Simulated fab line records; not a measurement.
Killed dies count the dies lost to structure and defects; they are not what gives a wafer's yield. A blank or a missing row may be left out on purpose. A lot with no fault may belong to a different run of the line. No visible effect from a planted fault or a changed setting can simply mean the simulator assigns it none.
Matching of chambers + flow nand_harc + 4 sister chambers for NHARC_A_BLC_CMP_25 on cmp-01
The step polishes, t overpolish 30 s, target thk 150 nm. 16 wafers are shown with their chamber, then 8 later ones without.

== WAFERS, EACH WITH ITS CHAMBER ==
| wafer  | chamber | motor_current_A (A) | time_to_endpoint_s (s) | overpolish_run_s (s) |
|--------|---------|---------------------|------------------------|----------------------|
| L074.1 | 1       | 11.4                | 26                     | 30.006               |
| L074.2 | 0       | 13.2                | 34                     | 29.993               |
| L074.5 | 1       | 11.2                | 27                     | 30.008               |
| L076.3 | 3       | 10.5                | 28                     | 29.994               |
| L076.4 | 1       | 11.2                | 27                     | 29.986               |
| L076.5 | 2       | 11.7                | 30                     | 29.995               |
| L086.1 | 3       | 10.3                | 28                     | 30.003               |
| L086.3 | 1       | 11.6                | 23                     | 30.002               |
| L086.5 | 3       | 9.6                 | 28                     | 29.988               |
| L088.1 | 0       | 12.5                | 33                     | 30.000               |
| L088.3 | 3       | 10.2                | 32                     | 29.987               |
| L088.5 | 2       | 12.3                | 34                     | 30.012               |
| L089.1 | 0       | 13.4                | 34                     | 29.999               |
| L089.2 | 2       | 12.3                | 31                     | 30.016               |
| L089.6 | 1       | 11.7                | 25                     | 30.010               |
| L090.1 | 2       | 12.2                | 29                     | 30.005               |

SIGNATURES (averages over the wafers above)
| reading            | chamber 0 | chamber 1 | chamber 2 | chamber 3 | scatter within a chamber |
|--------------------|-----------|-----------|-----------|-----------|--------------------------|
| motor_current_A    | 13.033    | 11.420    | 12.125    | 10.150    | 0.336                    |
| time_to_endpoint_s | 33.67     | 25.60     | 31.00     | 29.00     | 1.78                     |
| overpolish_run_s   | 29.99733  | 30.00240  | 30.00700  | 29.99300  | 0.00825                  |
Rule: a wafer lies at a distance from a chamber equal to the root of the sum of squares, over the readings, of (its reading less the chamber's mean, divided by the reading's scatter). If the next closest chamber is less than 2 further off than the closest, the wafer can't be placed; otherwise it belongs to the closest. How the scatter is found: for the shown wafers, subtract from each reading the mean of its chamber, square and add these, divide the total by (wafers less chambers), then take the root.

== WAFERS WITHOUT THEIR CHAMBER ==
| wafer  | motor_current_A (A) | time_to_endpoint_s (s) | overpolish_run_s (s) |
|--------|---------------------|------------------------|----------------------|
| L090.3 | 9.9                 | 26                     | 29.993               |
| L090.6 | 11.9                | 24                     | 30.006               |
| L091.4 | 9.7                 | 29                     | 30.009               |
| L091.5 | 11.5                | 27                     | 30.008               |
| L091.6 | 12.2                | 32                     | 29.997               |
| L094.2 | 12.7                | 32                     | 29.994               |
| L094.4 | 9.9                 | 32                     | 29.991               |
| L094.5 | 11.6                | 25                     | 30.001               |

== WHICH CHAMBER EACH WENT THROUGH ==
| wafer  | from the rows above     | in truth |
|--------|-------------------------|----------|
| L090.3 | 3                       | 3        |
| L090.6 | 1                       | 1        |
| L091.4 | 3                       | 3        |
| L091.5 | can't be placed: 1 or 2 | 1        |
| L091.6 | can't be placed: 2 or 0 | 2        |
| L094.2 | can't be placed: 0 or 2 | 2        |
| L094.4 | 3                       | 3        |
| L094.5 | 1                       | 1        |
Correct placement for 5 of the 8. Cannot be placed on the basis of these rows: 3; the candidates contain the true chamber in 3. Wrongly placed: 0.
